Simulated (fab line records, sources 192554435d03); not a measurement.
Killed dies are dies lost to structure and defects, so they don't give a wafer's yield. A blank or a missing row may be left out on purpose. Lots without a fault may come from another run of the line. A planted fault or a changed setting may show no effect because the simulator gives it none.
Which tool did it? | flow n5_finfet | 9 lots, 26 wafers sampled, at 7 steps of a route of 1938

WHAT THE GAUGES READ, wafer by wafer
N5_STI_FIN_REVEAL_THK_MEAS_05.
lot  | measured    | on            | thk_nm (nm)
L466 | day 2 11:07 | film_metro-01 | 131.3 131.8 134.1
L468 | day 2 21:04 | film_metro-01 | 132.8 132.9 130.6
L477 | day 5 10:09 | film_metro-01 | 132.3 132.0
L484 | day 6 21:11 | film_metro-02 | 133.6 132.9 133.6
L485 | day 7 03:14 | film_metro-01 | 134.0 130.1 132.4
L486 | day 7 10:29 | film_metro-02 | 133.0 133.9 134.7
L487 | day 7 16:18 | film_metro-02 | 129.8 130.0 132.8
L488 | day 7 22:04 | film_metro-02 | 131.9 128.2 130.4
L489 | day 8 04:13 | film_metro-01 | 130.3 129.4 128.7

N5_DUMMY_GATE_OVL_MEAS_16.
lot  | measured    | on         | GATE_OVL (nm)
L466 | day 3 01:28 | overlay-01 | 0.2 -0.3 0.2
L468 | day 3 09:23 | overlay-02 | -0.2 0.9 -0.3
L477 | day 5 22:32 | overlay-02 | 0.1 -1.1
L484 | day 7 09:23 | overlay-02 | -0.4 0.2 0.4
L485 | day 7 15:14 | overlay-01 | 0.5 -0.1 1.2
L486 | day 8 00:35 | overlay-02 | 0.1 -0.8 -1.6
L487 | day 8 08:02 | overlay-02 | -0.2 0.3 0.9
L488 | day 8 10:02 | overlay-01 | -0.5 0.0 0.2
L489 | day 8 18:19 | overlay-02 | 1.7 0.1 0.8

N5_DUMMY_GATE_CD_MEAS_50: target cd 14 nm.
lot  | measured    | on        | cd_nm (nm)
L466 | day 3 01:55 | cd_sem-01 | 14.4 13.2 12.9
L468 | day 3 09:50 | cd_sem-03 | 13.0 13.5 13.3
L477 | day 5 23:00 | cd_sem-02 | 13.2 14.3
L484 | day 7 09:53 | cd_sem-01 | - - -
L485 | day 7 15:48 | cd_sem-03 | - - -
L486 | day 8 01:18 | cd_sem-03 | 13.9 13.8 13.5
L487 | day 8 08:37 | cd_sem-03 | 14.3 15.0 13.3
L488 | day 8 10:30 | cd_sem-02 | 13.6 15.0 13.6
L489 | day 8 18:59 | cd_sem-03 | 13.6 14.5 13.1

N5_BEOL_M4_RC_MEAS_101.
lot  | measured     | on        | DIBL_N (mV/V)  | DIBL_P (mV/V)  | IOFF_N (nA/um) | IOFF_P (nA/um) | ION_N (uA/um) | ION_P (uA/um) | SS_N (mV/dec)  | SS_P (mV/dec)  | VT_N (mV)   | VT_P (mV)
L466 | day 12 07:17 | prober-01 | 36.6 38.5 40.1 | 36.6 38.0 42.1 | 0.17 0.20 0.26 | 0.24 0.25 0.36 | 669 675 688   | 464 460 471   | 72.1 72.3 72.8 | 72.7 73.1 73.9 | 249 248 243 | -245 -243 -241
L468 | day 12 01:04 | prober-02 | 42.7 36.7 42.0 | 41.4 34.8 40.6 | 0.26 0.13 0.25 | 0.31 0.18 0.30 | 704 672 707   | 480 465 482   | 73.3 71.3 72.9 | 74.6 72.9 74.4 | 244 254 245 | -245 -254 -247
L477 | day 14 05:29 | prober-01 | 39.9 41.5      | 40.9 41.8      | 0.22 0.27      | 0.27 0.30      | 709 715       | 470 484       | 72.0 72.1      | 74.2 74.2      | 244 242     | -249 -245
L486 | day 17 01:41 | prober-01 | 38.0 33.6 35.8 | 40.6 34.2 36.5 | 0.18 0.11 0.15 | 0.23 0.14 0.17 | 686 645 675   | 471 444 454   | 72.0 71.2 71.7 | 73.7 71.8 73.3 | 247 256 251 | -252 -253 -256
L487 | day 17 01:52 | prober-02 | 38.5 35.3 36.5 | 36.9 35.0 36.6 | 0.20 0.15 0.15 | 0.21 0.19 0.20 | 681 682 671   | 464 464 457   | 72.8 71.3 71.7 | 73.6 73.6 73.2 | 247 248 251 | -249 -249 -249
L488 | day 17 05:06 | prober-02 | 39.4 36.0 38.5 | 38.3 34.0 39.8 | 0.22 0.17 0.22 | 0.26 0.19 0.30 | 685 680 688   | 469 459 471   | 73.2 71.6 71.4 | 73.9 72.8 73.6 | 245 249 244 | -247 -251 -246
L489 | day 17 18:26 | prober-02 | 36.5 33.3 36.9 | 36.5 31.9 37.3 | 0.16 0.12 0.19 | 0.26 0.17 0.26 | 662 680 686   | 460 463 475   | 71.5 70.8 72.2 | 73.6 73.0 74.0 | 250 248 248 | -245 -251 -246

WHICH TOOL RAN EACH LOT (tool, then ch and the chambers of the sampled wafers, then the start)
lot  | N5_DUMMY_GATE_DESCUM_20           | N5_DUMMY_GATE_ETCH_29             | N5_DUMMY_GATE_ETCH_36
L466 | rie_diel-03 ch 0,3, day 3 01:32   | rie_diel-03 ch 0,3, day 3 01:36   | rie_diel-03 ch 0,3, day 3 01:38
L468 | rie_diel-02 ch 0,1, day 3 09:28   | rie_diel-02 ch 0,1, day 3 09:32   | rie_diel-02 ch 0,1, day 3 09:34
L477 | rie_diel-02 ch 0, day 5 22:37     | rie_diel-02 ch 0, day 5 22:41     | rie_diel-02 ch 0, day 5 22:44
L484 | rie_diel-06 ch 2,3, day 7 09:29   | rie_diel-06 ch 2,3, day 7 09:32   | rie_diel-06 ch 2,3, day 7 09:35
L485 | rie_diel-03 ch 2,3, day 7 15:24   | rie_diel-03 ch 2,3, day 7 15:28   | rie_diel-03 ch 2,3, day 7 15:30
L486 | rie_diel-03 ch 0,1,2, day 8 00:54 | rie_diel-03 ch 0,1,2, day 8 00:58 | rie_diel-03 ch 0,1,2, day 8 01:00
L487 | rie_diel-02 ch 0,1,3, day 8 08:11 | rie_diel-02 ch 0,1,3, day 8 08:16 | rie_diel-02 ch 0,1,3, day 8 08:18
L488 | rie_diel-06 ch 1,2,3, day 8 10:08 | rie_diel-06 ch 1,2,3, day 8 10:12 | rie_diel-06 ch 1,2,3, day 8 10:14
L489 | rie_diel-02 ch 1,2,3, day 8 18:35 | rie_diel-02 ch 1,2,3, day 8 18:39 | rie_diel-02 ch 1,2,3, day 8 18:41
- N5_DUMMY_GATE_DESCUM_20: chemistry O2, time 6.2 s.
- N5_DUMMY_GATE_ETCH_29: etches underlayer in N2/H2, target depth 13 nm.
- N5_DUMMY_GATE_ETCH_36: etches SiARC in CF4, target depth 13 nm.

WHAT THE TOOLS THEMSELVES READ (means of the sampled wafers that have a number; where no wafer has one, the mark that the record gives instead)
N5_DUMMY_GATE_DESCUM_20.
lot  | tool        | drypump_motor_current_A (A) | oes_product_au (a.u.) | rf_vpp_V (V) | showerhead_plenum_p_Torr (Torr) | throttle_valve_pct (%)
L466 | rie_diel-03 | 6.1                         | 0.75                  | 243.4        | 2.10                            | 20.4
L468 | rie_diel-02 | 5.2                         | 0.82                  | 243.5        | 2.10                            | 20.6
L477 | rie_diel-02 | 5.8                         | 0.86                  | 243.1        | 2.03                            | 20.3
L484 | rie_diel-06 | 5.5                         | 0.69                  | 243.0        | 2.02                            | 20.5
L485 | rie_diel-03 | 6.2                         | 0.73                  | 242.7        | 2.03                            | 20.2
L486 | rie_diel-03 | 5.7                         | 0.71                  | 242.4        | 2.06                            | 20.4
L487 | rie_diel-02 | 5.3                         | 0.82                  | 244.3        | 2.13                            | 20.4
L488 | rie_diel-06 | 5.6                         | 0.72                  | 242.2        | 2.04                            | 20.5
L489 | rie_diel-02 | 5.4                         | 0.78                  | 242.9        | 2.11                            | 20.6

N5_DUMMY_GATE_ETCH_29.
lot  | tool        | bias_w (W) | chamber_pressure_mTorr (mTorr) | drypump_motor_current_A (A) | oes_product_au (a.u.) | rf_vpp_V (V) | showerhead_plenum_p_Torr (Torr) | throttle_valve_pct (%)
L466 | rie_diel-03 | 149.8      | 30.023                         | 6.1                         | 0.75                  | 524.3        | 2.54                            | 17.78
L468 | rie_diel-02 | 150.1      | 30.014                         | 5.1                         | 0.83                  | 523.0        | 2.52                            | 17.93
L477 | rie_diel-02 | 150.1      | 29.972                         | 5.8                         | 0.88                  | 522.2        | 2.46                            | 17.66
L484 | rie_diel-06 | -          | -                              | -                           | -                     | -            | -                               | -
L485 | rie_diel-03 | -          | -                              | -                           | -                     | -            | -                               | -
L486 | rie_diel-03 | 149.9      | 30.015                         | 5.7                         | 0.71                  | 524.0        | 2.51                            | 17.88
L487 | rie_diel-02 | 150.2      | 29.970                         | 5.3                         | 0.85                  | 525.5        | 2.56                            | 17.79
L488 | rie_diel-06 | 150.4      | 30.020                         | 5.6                         | 0.72                  | 523.0        | 2.49                            | 18.03
L489 | rie_diel-02 | 150.5      | 29.997                         | 5.3                         | 0.77                  | 524.6        | 2.55                            | 17.95

N5_DUMMY_GATE_ETCH_36.
lot  | tool        | bias_w (W) | cf4_flow_sccm (sccm) | drypump_motor_current_A (A) | mfc_ar_sccm (sccm) | oes_product_au (a.u.) | rf_vpp_V (V) | showerhead_plenum_p_Torr (Torr) | throttle_valve_pct (%)
L466 | rie_diel-03 | 36.11      | 99.8                 | 6.1                         | 99.4               | 0.76                  | 184.7        | 2.16                            | 15.7
L468 | rie_diel-02 | 36.04      | 99.9                 | 5.1                         | 99.8               | 0.83                  | 183.0        | 2.16                            | 15.8
L477 | rie_diel-02 | 36.11      | 99.7                 | 5.8                         | 100.1              | 0.88                  | 183.2        | 2.11                            | 15.6
L484 | rie_diel-06 | 35.98      | 100.1                | 5.5                         | 100.1              | 0.26                  | 184.4        | 2.10                            | 15.9
L485 | rie_diel-03 | 36.03      | 99.8                 | 6.1                         | 100.0              | 0.28                  | 183.6        | 2.09                            | 15.4
L486 | rie_diel-03 | 35.86      | 99.8                 | 5.7                         | 100.0              | 0.72                  | 183.5        | 2.12                            | 15.6
L487 | rie_diel-02 | 35.99      | 99.7                 | 5.3                         | 100.1              | 0.83                  | 183.8        | 2.18                            | 15.6
L488 | rie_diel-06 | 35.99      | 100.1                | 5.6                         | 99.8               | 0.73                  | 183.2        | 2.12                            | 15.8
L489 | rie_diel-02 | 35.99      | 100.1                | 5.3                         | 99.9               | 0.78                  | 184.8        | 2.16                            | 15.7

THE ANSWER, worked out from the rows above alone
Rule: what is usual is taken from the lots themselves. Put in order of their means at a reading, lots are off if they are a third of the lots or fewer, leave a main group of 4 or more, and stand apart from it by a gap of 3 or more times the standard deviation of the main group's means; of several such gaps the widest counts. A main group whose means are all the same, to the digits that the tables above print for the reading, isn't used. A lot without any number at a reading at which 4 lots or more have one is off too. The other lots that the step has rows for count as sound. The gauges are gone through in route order, then the tools' own readings, and for those a lot's mean is taken as printed above. The first step at which some lot is off is used, and at that step the reading that is off furthest; a lot without a number counts as furthest.
Off: L484, L485, at N5_DUMMY_GATE_CD_MEAS_50 (cd_nm). Without a number there: L484, L485. The main group: mean 13.8 nm, standard deviation 0.29.
A tool fits if, at a process step before that reading, it ran every lot that is off, and no sound lot after the first of them. The gauges at N5_DUMMY_GATE_CD_MEAS_50 aren't tried: what is off there is off at N5_DUMMY_GATE_ETCH_29 too, on other tools, and a gauge's error can't cause that. None of those tried fits.

WHAT THE SIMULATOR HAD PUT IN
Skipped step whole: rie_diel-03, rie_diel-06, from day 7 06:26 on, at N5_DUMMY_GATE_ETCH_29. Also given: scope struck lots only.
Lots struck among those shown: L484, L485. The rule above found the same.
